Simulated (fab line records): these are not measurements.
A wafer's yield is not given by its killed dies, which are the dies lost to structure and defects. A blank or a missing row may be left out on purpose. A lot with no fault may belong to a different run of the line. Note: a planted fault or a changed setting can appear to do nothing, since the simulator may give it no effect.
Chamber matching :: flow n5Finfet :: rieDiel-05 running N5_BEOL_M0_SAQP_ETCH_49: 4 sister chambers
The step etches SiO2 in CF4/O2, target depth 37 nm. 14 wafers are shown with their chamber, then 7 later ones without.

== EACH WAFER AND ITS CHAMBER ==
wafer: L077.1
chamber: 3
drypumpMotorCurrentA (A): 5.4
throttleValvePct (%): 15.82
showerheadPlenumPTorr (Torr): 2.22

wafer: L077.2
chamber: 2
drypumpMotorCurrentA (A): 5.8
throttleValvePct (%): 15.94
showerheadPlenumPTorr (Torr): 2.21

wafer: L077.3
chamber: 1
drypumpMotorCurrentA (A): 5.5
throttleValvePct (%): 15.61
showerheadPlenumPTorr (Torr): 2.10

wafer: L085.3
chamber: 3
drypumpMotorCurrentA (A): 5.4
throttleValvePct (%): 15.86
showerheadPlenumPTorr (Torr): 2.22

wafer: L085.5
chamber: 2
drypumpMotorCurrentA (A): 5.7
throttleValvePct (%): 15.97
showerheadPlenumPTorr (Torr): 2.21

wafer: L085.6
chamber: 3
drypumpMotorCurrentA (A): 5.4
throttleValvePct (%): 15.86
showerheadPlenumPTorr (Torr): 2.22

wafer: L086.2
chamber: 2
drypumpMotorCurrentA (A): 5.8
throttleValvePct (%): 15.98
showerheadPlenumPTorr (Torr): 2.21

wafer: L086.3
chamber: 3
drypumpMotorCurrentA (A): 5.4
throttleValvePct (%): 15.86
showerheadPlenumPTorr (Torr): 2.22

wafer: L086.6
chamber: 3
drypumpMotorCurrentA (A): 5.4
throttleValvePct (%): 15.87
showerheadPlenumPTorr (Torr): 2.22

wafer: L091.1
chamber: 3
drypumpMotorCurrentA (A): 5.4
throttleValvePct (%): 15.86
showerheadPlenumPTorr (Torr): 2.21

wafer: L091.4
chamber: 2
drypumpMotorCurrentA (A): 5.8
throttleValvePct (%): 15.98
showerheadPlenumPTorr (Torr): 2.20

wafer: L091.5
chamber: 3
drypumpMotorCurrentA (A): 5.4
throttleValvePct (%): 15.87
showerheadPlenumPTorr (Torr): 2.21

wafer: L092.2
chamber: 0
drypumpMotorCurrentA (A): 6.1
throttleValvePct (%): 15.39
showerheadPlenumPTorr (Torr): 2.16

wafer: L092.3
chamber: 1
drypumpMotorCurrentA (A): 5.5
throttleValvePct (%): 15.63
showerheadPlenumPTorr (Torr): 2.10

SIGNATURES (means of the wafers above)
reading: drypumpMotorCurrentA
chamber 0: 6.100
chamber 1: 5.500
chamber 2: 5.775
chamber 3: 5.400
scatter within a chamber: 0.0274

reading: throttleValvePct
chamber 0: 15.3900
chamber 1: 15.6200
chamber 2: 15.9675
chamber 3: 15.8571
scatter within a chamber: 0.0174

reading: showerheadPlenumPTorr
chamber 0: 2.1600
chamber 1: 2.1000
chamber 2: 2.2075
chamber 3: 2.2171
scatter within a chamber: 0.00467
Rule: for each reading, subtract the chamber's mean from the wafer's reading, divide by that reading's scatter and square the result; add these up over the readings and take the root, which gives the wafer's distance from the chamber. The wafer belongs to the nearest chamber; if the next one is less than 2 further off, it can't be placed. The scatter: take each reading less its chamber's mean, square it, sum over the shown wafers, divide by the number of wafers less the number of chambers, and take the root.

== WAFERS WHOSE CHAMBER IS MISSING ==
wafer: L092.6
drypumpMotorCurrentA (A): 5.4
throttleValvePct (%): 15.88
showerheadPlenumPTorr (Torr): 2.21

wafer: L093.2
drypumpMotorCurrentA (A): 5.4
throttleValvePct (%): 15.87
showerheadPlenumPTorr (Torr): 2.21

wafer: L093.5
drypumpMotorCurrentA (A): 5.5
throttleValvePct (%): 15.65
showerheadPlenumPTorr (Torr): 2.09

wafer: L093.6
drypumpMotorCurrentA (A): 5.8
throttleValvePct (%): 16.00
showerheadPlenumPTorr (Torr): 2.20

wafer: L095.3
drypumpMotorCurrentA (A): 5.8
throttleValvePct (%): 16.01
showerheadPlenumPTorr (Torr): 2.20

wafer: L095.5
drypumpMotorCurrentA (A): 5.8
throttleValvePct (%): 16.01
showerheadPlenumPTorr (Torr): 2.20

wafer: L095.6
drypumpMotorCurrentA (A): 5.5
throttleValvePct (%): 15.66
showerheadPlenumPTorr (Torr): 2.09

== THE CHAMBER EACH PASSED THROUGH ==
wafer: L092.6
from the rows above: 3
in truth: 3

wafer: L093.2
from the rows above: 3
in truth: 3

wafer: L093.5
from the rows above: 1
in truth: 1

wafer: L093.6
from the rows above: 2
in truth: 2

wafer: L095.3
from the rows above: 2
in truth: 2

wafer: L095.5
from the rows above: 2
in truth: 2

wafer: L095.6
from the rows above: 1
in truth: 1
7 of 7 placed correctly. From these rows, 0 cannot be placed. Placed wrongly: 0.
